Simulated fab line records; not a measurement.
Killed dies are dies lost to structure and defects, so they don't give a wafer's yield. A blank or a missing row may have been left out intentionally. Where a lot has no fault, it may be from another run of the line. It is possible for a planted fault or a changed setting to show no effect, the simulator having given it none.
fab line records + flow n5-finfet
[record]
- lots = 6
- wafers = 17
- last-day = 18
route steps=1938 shown BEOL_M5@1141 PASSIVATION@1936
lots with no fault: from the same line, run without faults
start-h: start of the lot's first displayed wafer, in hours after the record's first day + wait-h: time in hours since the lot's previous step + " identical to the entry in the row above + L1.1+2: one row covering several wafers at once + - value missing, or start not given + * or withheld: withheld + < > ~ a bound
route shown NAME@n: names a module that has steps shown in the file, with the first one's number in the route + usual: mean and standard deviation over wafers with no fault + same: alike in all rows + chamber/n: place in a boat + sites: the reading at each site + _std_site: how widely they spread, as a standard deviation + _edge_site: outer sites' mean less inner sites' + radius-mm: for every site, how far away it sits from the centre of the wafer + mask NAME#n: copy n + behind: the last tool/chamber to shape the wafer + hold: cause of the lot's hold/its duration in hours/its outcome + device: which transistor (n, p or np) failed to switch + end of line: the tests these same wafers got at the end of their route + a step given without rows: its recipe and nothing more + killed: dies lost to structure and defects at the first sort, not the wafer's yield + map: shows each die of a wafer: x if killed, . if not, _ if none is there
set.NAME: the setting as run; set.NAME@STEP: as run at that earlier step + model.NAME: the simulator's own value behind a step, which no gauge read
lots at selected steps of the route; one table per step, one row per wafer
services: when a tool's chamber went out of use (start-h, in hours from the record's first day, below 0 if earlier), for how many hours, and the reason
[[steps]]
[step N5_BEOL_M5_COAT_74]
[recipe]
- resist = underlayer
- temp-c = 205
- time-s = 60
- spin-rpm = 1500
- resist-thk-nm = 5
[step N5_BEOL_M5_COAT_22]
[recipe]
- resist = CAR-EUV
- spin-rpm = 1500
- resist-thk-nm = 30
[step N5_BEOL_M5_EBR_24]
[recipe]
- solvent = PGMEA
- ebr-width-mm = 1.5
[step N5_BEOL_M5_SOFTBAKE_23]
[recipe]
- temp-c = 110
- time-s = 60
- resist = CAR-EUV
[step N5_BEOL_M5_EXPOSE_25]
[recipe]
- mask-id = V4
- na = 0.33
- source-shape = quasar
- sigma-inner = 0.2
- sigma-outer = 0.6
- polarization = unpolarized
- defocus-nm = 10
- dose-mj = 52.75
[step N5_BEOL_M5_PEB_26]
[recipe]
- peb-temp-c = 100
- peb-time-s = 60
- resist = CAR-EUV
[step N5_BEOL_M5_DEVELOP_27]
[recipe]
- develop-time-s = 30
- developer = TMAH
- resist = CAR-EUV
- rinse-liquid = surfactant-rinse
- dry = air-spin
- dev-temp-c = 23
[step N5_BEOL_M5_CD_MEAS_28]
[recipe]
- target-cd-nm = 30.6
- landing-energy-ev = 500
- detector = se-inlens
- target-cd-y-nm = 20
- polarity = opening
[usual]
- cd-nm = 30.60/0.26
| lot.wafer | tool      | chamber | start-h | wait-h | cd-nm |
|-----------|-----------|---------|---------|--------|-------|
| L303.2    | cd-sem-02 | 0       | 245.52  | -      | 30.71 |
| L303.5    | "         | 0       | "       | "      | 30.97 |
| L303.6    | "         | 0       | "       | "      | 30.54 |
| L307.1    | cd-sem-03 | 0       | 251.91  | -      | 30.49 |
| L307.2    | "         | 0       | "       | "      | 30.48 |
| L307.6    | "         | 0       | "       | "      | 30.67 |
| L310.1    | cd-sem-01 | 0       | 284.13  | -      | 30.80 |
| L310.2    | "         | 0       | "       | "      | 30.86 |
| L310.6    | "         | 0       | "       | "      | 30.59 |
| L312.3    | cd-sem-01 | 0       | 292.62  | -      | 30.58 |
| L312.5    | "         | 0       | "       | "      | 30.37 |
| L317.1    | cd-sem-03 | 0       | 315.59  | -      | 31.20 |
| L317.3    | "         | 0       | "       | "      | 30.57 |
| L317.6    | "         | 0       | "       | "      | 31.26 |
| L316.3    | cd-sem-02 | 0       | 317.72  | -      | 30.54 |
| L316.5    | "         | 0       | "       | "      | 30.59 |
| L316.6    | "         | 0       | "       | "      | 30.75 |
[step N5_BEOL_M5_OVL_MEAS_29]
[recipe]
- points-per-wafer = 522
[usual]
- V4_OVL = 0.2/0.58
| lot.wafer | tool       | chamber | start-h | wait-h | V4_OVL[nm] |
|-----------|------------|---------|---------|--------|------------|
| L303.2    | overlay-01 | 0       | 245.56  | 0.0    | -1.0       |
| L303.5    | "          | 0       | "       | "      | 0.5        |
| L303.6    | "          | 0       | "       | "      | -0.3       |
| L307.1    | overlay-02 | 0       | 251.94  | 0.0    | 0.4        |
| L307.2    | "          | 0       | "       | "      | 0.9        |
| L307.6    | "          | 0       | "       | "      | -0.1       |
| L310.1    | overlay-02 | 0       | 284.16  | 0.0    | -0.3       |
| L310.2    | "          | 0       | "       | "      | -0.6       |
| L310.6    | "          | 0       | "       | "      | 0.3        |
| L312.3    | overlay-02 | 0       | 292.66  | 0.0    | -0.8       |
| L312.5    | "          | 0       | "       | "      | -0.2       |
| L317.1    | overlay-02 | 0       | 315.62  | 0.0    | -0.4       |
| L317.3    | "          | 0       | "       | "      | 0.1        |
| L317.6    | "          | 0       | "       | "      | -0.8       |
| L316.3    | overlay-01 | 0       | 317.76  | 0.0    | 0.7        |
| L316.5    | "          | 0       | "       | "      | 0.3        |
| L316.6    | "          | 0       | "       | "      | 0.7        |
[step N5_BEOL_M5_INSPECT_30]
[recipe]
- mode = adi
- inspect-instrument = brightfield
[usual]
- raw-defect-count = 408/95
| lot.wafer | tool              | chamber | start-h | wait-h | raw-defect-count |
|-----------|-------------------|---------|---------|--------|------------------|
| L303.2    | defect-inspect-02 | -       | 245.61  | 0.0    | 305              |
| L303.5    | "                 | -       | "       | "      | 489              |
| L303.6    | "                 | -       | "       | "      | 355              |
| L307.1    | defect-inspect-02 | -       | 252.00  | 0.1    | 304              |
| L307.2    | "                 | -       | "       | "      | 437              |
| L307.6    | "                 | -       | "       | "      | 372              |
| L310.1    | defect-inspect-02 | -       | 284.22  | 0.1    | 443              |
| L310.2    | "                 | -       | "       | "      | 618              |
| L310.6    | "                 | -       | "       | "      | 515              |
| L312.3    | defect-inspect-01 | -       | 292.71  | 0.0    | 366              |
| L312.5    | "                 | -       | "       | "      | 714              |
| L317.1    | defect-inspect-02 | -       | 315.68  | 0.1    | 259              |
| L317.3    | "                 | -       | "       | "      | 316              |
| L317.6    | "                 | -       | "       | "      | 363              |
| L316.3    | defect-inspect-01 | -       | 317.81  | 0.0    | 420              |
| L316.5    | "                 | -       | "       | "      | 274              |
| L316.6    | "                 | -       | "       | "      | 331              |
[step N5_BEOL_M5_DESCUM_33]
[recipe]
- chemistry = O2
- time-s = 7
- source-power-w = 50
- bias-power-w = 20
- pressure-mtorr = 20
- rf-frequency-hz = 2.712e+07
- temp-c = 40
- resist = CAR-EUV
- o2-flow-sccm = 225
[usual]
- drypump-motor-current-A = 5.7/0.34
- oes-product-au = 0.79/0.1
- rf-vpp-V = 243.2/1.1
- showerhead-plenum-p-Torr = 2.10/0.052
- throttle-valve-pct = 20.35/0.21
| lot.wafer | tool        | chamber | start-h | wait-h | drypump-motor-current-A | oes-product-au | rf-hours-counter-h | rf-vpp-V | showerhead-plenum-p-Torr | throttle-valve-pct |
|-----------|-------------|---------|---------|--------|-------------------------|----------------|--------------------|----------|--------------------------|--------------------|
| L303.2    | rie-diel-04 | 2       | 245.67  | 0.1    | 6.2                     | 0.85           | 47                 | 243.1    | 2.05                     | 19.98              |
| L303.5    | "           | 0       | "       | "      | 5.6                     | 0.97           | -                  | 244.6    | 2.14                     | 20.16              |
| L303.6    | "           | 3       | "       | "      | 5.9                     | 0.92           | -                  | 242.9    | 2.13                     | 20.16              |
| L307.1    | rie-diel-05 | 0       | 252.04  | 0.0    | 5.4                     | 0.87           | 45                 | 244.1    | 2.23                     | 20.42              |
| L307.2    | "           | 2       | "       | "      | 5.8                     | 0.70           | 234                | 242.4    | 2.07                     | 20.49              |
| L307.6    | "           | 0       | "       | "      | 5.4                     | 0.86           | -                  | 244.6    | 2.23                     | 20.42              |
| L310.1    | rie-diel-04 | 2       | 284.37  | 0.1    | 6.2                     | 0.83           | 62                 | 242.5    | 2.05                     | 19.98              |
| L310.2    | "           | 3       | "       | "      | 5.9                     | 0.88           | 28                 | 243.6    | 2.12                     | 20.19              |
| L310.6    | "           | 2       | "       | "      | 6.2                     | 0.84           | -                  | 243.0    | 2.05                     | 20.00              |
| L312.3    | rie-diel-04 | 0       | 292.98  | 0.3    | 5.6                     | 0.92           | 24                 | 243.5    | 2.14                     | 20.21              |
| L312.5    | "           | 0       | "       | "      | 5.6                     | 0.92           | -                  | 244.9    | 2.14                     | 20.19              |
| L317.1    | rie-diel-01 | 3       | 315.98  | 0.3    | 5.6                     | 0.69           | 186                | 242.6    | 1.99                     | 20.35              |
| L317.3    | "           | 1       | "       | "      | 5.6                     | 0.70           | 216                | 244.7    | 2.07                     | 20.46              |
| L317.6    | "           | 0       | "       | "      | 5.3                     | 0.77           | -                  | 244.1    | 2.10                     | 20.42              |
| L316.3    | rie-diel-01 | 1       | 317.94  | 0.1    | 5.5                     | 0.71           | 217                | 242.4    | 2.07                     | 20.46              |
| L316.5    | "           | 1       | "       | "      | 5.5                     | 0.70           | -                  | 242.0    | 2.07                     | 20.45              |
| L316.6    | "           | 0       | "       | "      | 5.3                     | 0.77           | -                  | 242.5    | 2.10                     | 20.43              |
[step N5_BEOL_M5_ETCH_75]
[recipe]
- chemistry = N2/H2
- target = underlayer
- target-depth-a = 65
- mask-material = CAR-EUV
- time-s = 5.2
- ion-energy-ev = 200
- pressure-mtorr = 30
- source-w = 840
- bias-w = 150
- n2-flow-sccm = 200
- h2-flow-sccm = 200
- ends = cleared
[usual]
- drypump-motor-current-A = 5.7/0.34
- etch-rf-on-time-s = 5.21/0.11
- h2-flow-sccm = 200.0/0.63
- oes-product-au = 0.68/0.082
- rf-vpp-V = 523.8/2.2
- showerhead-plenum-p-Torr = 2.55/0.065
- throttle-valve-pct = 17.76/0.2
| lot.wafer | tool        | chamber | start-h | wait-h | drypump-motor-current-A | etch-rf-on-time-s | h2-flow-sccm | oes-product-au | rf-hours-counter-h | rf-vpp-V | showerhead-plenum-p-Torr | throttle-valve-pct |
|-----------|-------------|---------|---------|--------|-------------------------|-------------------|--------------|----------------|--------------------|----------|--------------------------|--------------------|
| L303.2    | rie-diel-04 | 2       | 245.70  | 0.0    | 6.2                     | 5.04              | 200.3        | 0.73           | 47                 | 521.4    | 2.48                     | 17.38              |
| L303.5    | "           | 0       | "       | "      | 5.7                     | 5.24              | 199.5        | 0.82           | -                  | 525.2    | 2.62                     | 17.62              |
| L303.6    | "           | 3       | "       | "      | 5.9                     | 5.29              | 200.7        | 0.77           | -                  | 526.2    | 2.60                     | 17.70              |
| L307.1    | rie-diel-05 | 0       | 252.07  | 0.0    | 5.4                     | 5.19              | 200.0        | 0.75           | 45                 | 527.6    | 2.70                     | 17.73              |
| L307.2    | "           | 2       | "       | "      | 5.8                     | 5.34              | 199.7        | 0.59           | 234                | 522.8    | 2.51                     | 17.93              |
| L307.6    | "           | 0       | "       | "      | 5.4                     | 5.24              | 200.1        | 0.74           | -                  | 528.9    | 2.70                     | 17.74              |
| L310.1    | rie-diel-04 | 2       | 284.40  | 0.0    | 6.2                     | 5.07              | 200.6        | 0.71           | 62                 | 522.3    | 2.48                     | 17.40              |
| L310.2    | "           | 3       | "       | "      | 5.9                     | 5.32              | 200.5        | 0.75           | 28                 | 524.5    | 2.60                     | 17.75              |
| L310.6    | "           | 2       | "       | "      | 6.2                     | 5.07              | 200.8        | 0.71           | -                  | 519.9    | 2.48                     | 17.43              |
| L312.3    | rie-diel-04 | 0       | 293.02  | 0.0    | 5.6                     | 5.21              | 200.5        | 0.78           | 24                 | 526.6    | 2.61                     | 17.67              |
| L312.5    | "           | 0       | "       | "      | 5.6                     | 5.24              | 199.8        | 0.77           | -                  | 522.8    | 2.61                     | 17.66              |
| L317.1    | rie-diel-01 | 3       | 316.01  | 0.0    | 5.7                     | 5.40              | 200.1        | 0.59           | 186                | 519.6    | 2.42                     | 17.82              |
| L317.3    | "           | 1       | "       | "      | 5.5                     | 5.23              | 199.6        | 0.61           | 216                | 522.6    | 2.52                     | 17.89              |
| L317.6    | "           | 0       | "       | "      | 5.3                     | 5.15              | 200.6        | 0.67           | -                  | 522.6    | 2.54                     | 17.77              |
| L316.3    | rie-diel-01 | 1       | 317.97  | 0.0    | 5.5                     | 5.20              | 199.9        | 0.61           | 217                | 522.7    | 2.52                     | 17.86              |
| L316.5    | "           | 1       | "       | "      | 5.5                     | 5.22              | 200.1        | 0.61           | -                  | 523.3    | 2.52                     | 17.88              |
| L316.6    | "           | 0       | "       | "      | 5.3                     | 5.14              | 200.5        | 0.66           | -                  | 524.4    | 2.54                     | 17.78              |
[step N5_BEOL_M5_ETCH_67]
[recipe]
- chemistry = CF4
- target = SiARC
- target-depth-a = 156
- mask-material = CAR-EUV
- time-s = 26
- ion-energy-ev = 80
- pressure-mtorr = 40
- source-w = 545
- bias-w = 36
- Ar_flow_sccm = 100
- cf4-flow-sccm = 100
- ends = cleared
[usual]
- drypump-motor-current-A = 5.7/0.34
- etch-rf-on-time-s = 26.0/0.57
- mfc-ar-sccm = 100.0/0.35
- oes-product-au = 0.68/0.083
- rf-vpp-V = 184.3/1
- showerhead-plenum-p-Torr = 2.14/0.059
- throttle-valve-pct = 15.53/0.24
| lot.wafer | tool        | chamber | start-h | wait-h | drypump-motor-current-A | etch-rf-on-time-s | mfc-ar-sccm | oes-product-au | rf-hours-counter-h | rf-vpp-V | showerhead-plenum-p-Torr | throttle-valve-pct |
|-----------|-------------|---------|---------|--------|-------------------------|-------------------|-------------|----------------|--------------------|----------|--------------------------|--------------------|
| L303.2    | rie-diel-04 | 2       | 245.72  | 0.0    | 6.2                     | 25.2              | 100.1       | 0.74           | 47                 | 183.2    | 2.08                     | 15.02              |
| L303.5    | "           | 0       | "       | "      | 5.6                     | 26.3              | 100.5       | 0.82           | -                  | 183.7    | 2.20                     | 15.35              |
| L303.6    | "           | 3       | "       | "      | 5.9                     | 26.4              | 99.9        | 0.78           | -                  | 185.0    | 2.20                     | 15.46              |
| L307.1    | rie-diel-05 | 0       | 252.09  | 0.0    | 5.4                     | 25.8              | 100.7       | 0.75           | 45                 | 186.0    | 2.28                     | 15.54              |
| L307.2    | "           | 2       | "       | "      | 5.8                     | 26.6              | 99.6        | 0.60           | 234                | 184.3    | 2.11                     | 15.71              |
| L307.6    | "           | 0       | "       | "      | 5.4                     | 25.8              | 99.9        | 0.75           | -                  | 186.5    | 2.28                     | 15.54              |
| L310.1    | rie-diel-04 | 2       | 284.42  | 0.0    | 6.2                     | 14.9              | 100.1       | 1.00           | 62                 | 183.8    | 2.07                     | 15.08              |
| L310.2    | "           | 3       | "       | "      | 5.9                     | 26.5              | 99.7        | 0.74           | 28                 | 184.7    | 2.19                     | 15.50              |
| L310.6    | "           | 2       | "       | "      | 6.2                     | 25.2              | 100.5       | 0.72           | -                  | 183.5    | 2.07                     | 15.05              |
| L312.3    | rie-diel-04 | 0       | 293.03  | 0.0    | 5.6                     | 25.8              | 99.9        | 0.78           | 24                 | 184.3    | 2.19                     | 15.37              |
| L312.5    | "           | 0       | "       | "      | 5.7                     | 15.2              | 99.9        | 1.10           | -                  | 183.7    | 2.19                     | 15.39              |
| L317.1    | rie-diel-01 | 3       | 316.03  | 0.0    | 5.7                     | 27.0              | 100.6       | 0.59           | 186                | 184.6    | 2.04                     | 15.52              |
| L317.3    | "           | 1       | "       | "      | 5.5                     | 25.9              | 100.2       | 0.61           | 216                | 183.8    | 2.12                     | 15.69              |
| L317.6    | "           | 0       | "       | "      | 5.3                     | 25.6              | 99.6        | 0.67           | -                  | 185.9    | 2.15                     | 15.61              |
| L316.3    | rie-diel-01 | 1       | 317.99  | 0.0    | 5.5                     | 25.8              | 99.9        | 0.61           | 217                | 183.4    | 2.12                     | 15.71              |
| L316.5    | "           | 1       | "       | "      | 5.5                     | 25.9              | 99.4        | 0.60           | -                  | 183.9    | 2.12                     | 15.68              |
| L316.6    | "           | 0       | "       | "      | 5.3                     | 25.5              | 100.5       | 0.67           | -                  | 183.3    | 2.15                     | 15.61              |
[step N5_BEOL_M5_ETCH_68]
[recipe]
- chemistry = N2/H2
- target = SOC
- target-depth-a = 800
- overetch-a = 160
- mask-material = SiARC
- temp-c = 40
- time-s = 120
- ion-energy-ev = 200
- pressure-mtorr = 30
- source-w = 840
- bias-w = 150
- n2-flow-sccm = 200
- h2-flow-sccm = 200
[usual]
- drypump-motor-current-A = 5.7/0.34
- h2-flow-sccm = 200.0/0.53
- oes-product-au = 0.61/0.071
- rf-vpp-V = 523.9/2
- showerhead-plenum-p-Torr = 2.55/0.065
- throttle-valve-pct = 17.72/0.2
| lot.wafer | tool        | chamber | start-h | wait-h | drypump-motor-current-A | h2-flow-sccm | oes-product-au | rf-hours-counter-h | rf-vpp-V | showerhead-plenum-p-Torr | throttle-valve-pct |
|-----------|-------------|---------|---------|--------|-------------------------|--------------|----------------|--------------------|----------|--------------------------|--------------------|
| L303.2    | rie-diel-04 | 2       | 245.75  | 0.0    | 6.2                     | 200.2        | 0.64           | 47                 | 522.0    | 2.49                     | 17.35              |
| L303.5    | "           | 0       | "       | "      | 5.7                     | 199.7        | 0.74           | -                  | 525.8    | 2.62                     | 17.58              |
| L303.6    | "           | 3       | "       | "      | 5.9                     | 199.6        | 0.71           | -                  | 526.5    | 2.60                     | 17.67              |
| L307.1    | rie-diel-05 | 0       | 252.11  | 0.0    | 5.4                     | 199.8        | 0.66           | 45                 | 526.7    | 2.70                     | 17.69              |
| L307.2    | "           | 2       | "       | "      | 5.9                     | 200.7        | 0.54           | 234                | 522.7    | 2.51                     | 17.89              |
| L307.6    | "           | 0       | "       | "      | 5.4                     | 200.5        | 0.66           | -                  | 528.0    | 2.70                     | 17.68              |
| L310.1    | rie-diel-04 | 2       | 284.45  | 0.0    | 6.2                     | 199.1        | 0.63           | 62                 | 520.5    | 2.48                     | 17.37              |
| L310.2    | "           | 3       | "       | "      | 5.9                     | 199.9        | 0.68           | 28                 | 526.5    | 2.60                     | 17.73              |
| L310.6    | "           | 2       | "       | "      | 6.2                     | 199.2        | 0.63           | -                  | 520.5    | 2.48                     | 17.37              |
| L312.3    | rie-diel-04 | 0       | 293.06  | 0.0    | 5.6                     | 200.9        | 0.71           | 24                 | 524.0    | 2.61                     | 17.62              |
| L312.5    | "           | 0       | "       | "      | 5.6                     | 200.2        | 0.70           | -                  | 525.7    | 2.61                     | 17.62              |
| L317.1    | rie-diel-01 | 3       | 316.06  | 0.0    | 5.7                     | 200.7        | 0.54           | 186                | 520.3    | 2.42                     | 17.78              |
| L317.3    | "           | 1       | "       | "      | 5.5                     | 199.2        | 0.55           | 216                | 524.6    | 2.52                     | 17.84              |
| L317.6    | "           | 0       | "       | "      | 5.3                     | 200.8        | 0.59           | -                  | 524.0    | 2.54                     | 17.71              |
| L316.3    | rie-diel-01 | 1       | 318.02  | 0.0    | 5.5                     | 200.0        | 0.54           | 217                | 521.2    | 2.52                     | 17.84              |
| L316.5    | "           | 1       | "       | "      | 5.5                     | 200.1        | 0.55           | -                  | 522.5    | 2.52                     | 17.83              |
| L316.6    | "           | 0       | "       | "      | 5.3                     | 200.3        | 0.59           | -                  | 523.4    | 2.54                     | 17.72              |
[step N5_PASSIVATION_PROBE_49]
[usual]
- defect-limited-yield = 91.0/1.5
- killed_at_M0_to_M3 = 33/9.4
- killed_at_M4_up = 14/4.8
- killed-at-contacts = 13/7.3
- killed-at-front-end = 43/13
- killed-at-other = 3.6/2.9
- killed-dies = 106/18
- killed-open = 69/13
- killed-short = 35/8.2
- sort_bin_5_function = 5.3/1
- sort_bin_6_memory = 3.3/0.68
- sort_bin_8_speed = 0.01/0.027
- sort-n-pass = 1074/18
- sort-yield-pct = 91.0/1.5
[same]
- gross-dies = 1180
- killed-at-back-side = 0
- sort_bin_4_leakage[%] = 0
| lot.wafer | tool      | chamber | start-h | wait-h | defect-limited-yield[%] | killed_at_M0_to_M3 | killed_at_M4_up | killed-at-contacts | killed-at-front-end | killed-at-other | killed-dies | killed-open | killed-short | sort_bin_5_function[%] | sort_bin_6_memory[%] | sort_bin_8_speed[%] | sort-n-pass | sort-yield-pct[%] |
|-----------|-----------|---------|---------|--------|-------------------------|--------------------|-----------------|--------------------|---------------------|-----------------|-------------|-------------|--------------|------------------------|----------------------|---------------------|-------------|-------------------|
| L307.2    | prober-01 | -       | 358.15  | 0.1    | 92.7                    | 23                 | 8               | 4                  | 45                  | 6               | 86          | 53          | 32           | 3.9                    | 3.0                  | 0                   | 1094        | 92.7              |
| L307.6    | prober-01 | -       | 358.35  | 0.3    | 92.3                    | 41                 | 8               | 5                  | 34                  | 3               | 91          | 69          | 21           | 4.6                    | 2.9                  | 0                   | 1089        | 92.3              |
| L310.1    | prober-02 | -       | 381.49  | 0.0    | 93.3                    | 24                 | 12              | 10                 | 29                  | 4               | 79          | 58          | 21           | 4.3                    | 2.0                  | 0                   | 1101        | 93.3              |
| L310.2    | prober-02 | -       | 381.54  | 0.1    | 90.4                    | 48                 | 13              | 15                 | 35                  | 2               | 113         | 82          | 30           | 6.8                    | 2.5                  | 0                   | 1067        | 90.4              |
| L310.6    | prober-02 | -       | 381.74  | 0.3    | 89.0                    | 46                 | 17              | 14                 | 50                  | 3               | 130         | 83          | 36           | 6.4                    | 3.7                  | 0                   | 1050        | 89.0              |
// killed by level:class
L307.2 STI_FIN_REVEAL:geometric-particle:open=13 FIN_SAQP:geometric-particle:short=9 STI_FIN_REVEAL:geometric-particle:short=8 BEOL_M3:geometric-particle:open=6 BEOL_M1:geometric-particle:open=5 FIN_SAQP:geometric-particle:open=4 ILD0:geometric-particle:open=4 BEOL_M0_SAQP:geometric-particle:open=4
L307.6 FIN_SAQP:geometric-particle:open=10 BEOL_M0_SAQP:geometric-particle:open=9 BEOL_M3:geometric-particle:open=9 STI_FIN_REVEAL:geometric-particle:open=7 BEOL_M0_SAQP:geometric-particle:short=6 BEOL_M1:geometric-particle:open=6 BEOL_M2:geometric-particle:open=6 ILD0:geometric-particle:open=4
L310.1 STI_FIN_REVEAL:geometric-particle:open=10 MOL_CONTACT_COAG:geometric-particle:open=8 BEOL_M4:geometric-particle:open=6 DUMMY_GATE:geometric-particle:open=5 BEOL_M0_SAQP:geometric-particle:open=5 BEOL_M2:geometric-particle:open=4 GATE_CUT:geometric-particle:open=3 BEOL_M0_SAQP:geometric-particle:short=3
L310.2 BEOL_M0_SAQP:geometric-particle:open=14 DUMMY_GATE:geometric-particle:open=11 MOL_CONTACT_COAG:geometric-particle:open=10 BEOL_M0:geometric-particle:open=8 BEOL_M1:geometric-particle:open=8 FIN_SAQP:geometric-particle:open=6 MOL_CONTACT_COAG:geometric-particle:short=5 BEOL_M4:geometric-particle:open=5
L310.6 BEOL_M0_SAQP:geometric-particle:open=12 STI_FIN_REVEAL:geometric-particle:open=11 MOL_CONTACT_COAG:geometric-particle:open=11 FIN_SAQP:geometric-particle:short=10 BEOL_M1:geometric-particle:open=9 HKMG_FIN:area-etch=9 FIN_SAQP:geometric-particle:open=7 BEOL_M0_SAQP:geometric-particle:short=7
[[services]]
| tool        | chamber | start-h | hours | kind                          |
|-------------|---------|---------|-------|-------------------------------|
| rie-diel-01 | 3       | 226.04  | 5.8   | repair                        |
| rie-diel-01 | 2       | 236.17  | 32.3  | repair                        |
| rie-diel-01 | -       | 236.82  | 0.8   | repair                        |
| rie-diel-04 | 1       | 253.83  | 13.9  | repair                        |
| rie-diel-01 | 2       | 268.72  | -     | clean                         |
| rie-diel-01 | 2       | 268.72  | -     | consumable-replace:focus-ring |
| rie-diel-01 | 2       | 268.72  | 27.5  | scheduled-down                |
| rie-diel-01 | 2       | 268.72  | 27.5  | vent-cycle                    |
| rie-diel-04 | 1       | 274.71  | -     | clean                         |
| rie-diel-04 | 1       | 274.71  | -     | consumable-replace:focus-ring |
| rie-diel-04 | 1       | 274.71  | 15.4  | scheduled-down                |
| rie-diel-04 | 1       | 274.71  | 15.4  | vent-cycle                    |
| rie-diel-01 | 1       | 279.30  | 8.4   | repair                        |
| rie-diel-01 | 3       | 286.15  | 4.1   | repair                        |
| rie-diel-04 | 3       | 287.19  | 4.6   | repair                        |
| rie-diel-05 | -       | 295.90  | 14.6  | pm                            |
[[key]]
[first-sign]
- step = N5_BEOL_M5_ETCH_67
- reading = etch-rf-on-time-s
- direction = down
- sigmas = 19
- usual = *
- struck = *
[effect]
- step = N5_BEOL_M5_ETCH_67
- reading = oes-product-au
- direction = up
- sigmas = 4.4
- usual = 0.68
- struck = 1.05
met-at N5_BEOL_M5_ETCH_67
struck-wafers L310.1,L312.5
onset-between 245.72 284.42
[fault]
- kind = process-parameter-drift
- tool = rie-diel-04
- chamber = -
- onset-h = 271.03
- steps = N5_BEOL_M5_ETCH_67
- channel = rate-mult
- offset = 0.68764
- shape = step
- end-h = 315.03
- scope = struck-wafers-only
